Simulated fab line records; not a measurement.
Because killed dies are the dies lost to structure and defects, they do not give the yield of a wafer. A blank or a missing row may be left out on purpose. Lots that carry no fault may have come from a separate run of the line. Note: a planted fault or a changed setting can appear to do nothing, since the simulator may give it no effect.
Chamber matching + flow nand_harc + rie_diel-11 running NHARC_P_GATE_DESCUM_48: 4 sister chambers
The step chemistry O2, time 3 s. 8 wafers are shown with their chamber, then 12 later ones without.

## WAFERS, EACH WITH ITS CHAMBER
| wafer  | chamber | drypump_motor_current_A (A) | oes_product_au (a.u.) |
|--------|---------|-----------------------------|-----------------------|
| L081.5 | 1       | 5.77                        | 0.987                 |
| L084.1 | 2       | 5.21                        | 0.979                 |
| L084.5 | 1       | 5.78                        | 0.997                 |
| L085.2 | 2       | 5.20                        | 0.994                 |
| L085.3 | 0       | 5.63                        | 1.021                 |
| L086.3 | 3       | 5.11                        | 0.997                 |
| L086.4 | 0       | 5.62                        | 0.996                 |
| L086.5 | 3       | 5.11                        | 0.993                 |

## WAFERS WITHOUT THEIR CHAMBER
| wafer  | drypump_motor_current_A (A) | oes_product_au (a.u.) |
|--------|-----------------------------|-----------------------|
| L088.1 | 5.21                        | 0.994                 |
| L088.4 | 5.63                        | 1.006                 |
| L088.5 | 5.22                        | 0.977                 |
| L091.2 | 5.12                        | 0.996                 |
| L091.3 | 5.61                        | 1.023                 |
| L091.4 | 5.19                        | 0.999                 |
| L095.2 | 5.59                        | 1.013                 |
| L095.3 | 5.78                        | 1.006                 |
| L095.6 | 5.57                        | 1.016                 |
| L097.2 | 5.21                        | 0.995                 |
| L097.3 | 5.61                        | 1.011                 |
| L097.5 | 5.18                        | 0.991                 |

## CHAMBER TAKEN BY EACH
| wafer  | from the rows above | in truth |
|--------|---------------------|----------|
| L088.1 | 2                   | 2        |
| L088.4 | 0                   | 0        |
| L088.5 | 2                   | 2        |
| L091.2 | 3                   | 3        |
| L091.3 | 0                   | 0        |
| L091.4 | 2                   | 2        |
| L095.2 | 0                   | 0        |
| L095.3 | 1                   | 1        |
| L095.6 | 0                   | 0        |
| L097.2 | 2                   | 2        |
| L097.3 | 0                   | 0        |
| L097.5 | 2                   | 2        |
12 of 12 placed correctly. Can't be placed from these rows: 0. Placed wrongly: 0.
How it was worked out, from the rows above alone: a wafer's distance from a chamber is the root of the sum, over the readings, of the square of ((its reading less the chamber's mean) divided by the reading's scatter). The wafer belongs to the nearest chamber; if the next one is less than 2 further off, it can't be placed. For every chamber, the mean is computed from those of its wafers that are shown. The scatter: take each reading less its chamber's mean, square it, sum over the shown wafers, divide by the number of wafers less the number of chambers, and take the root.
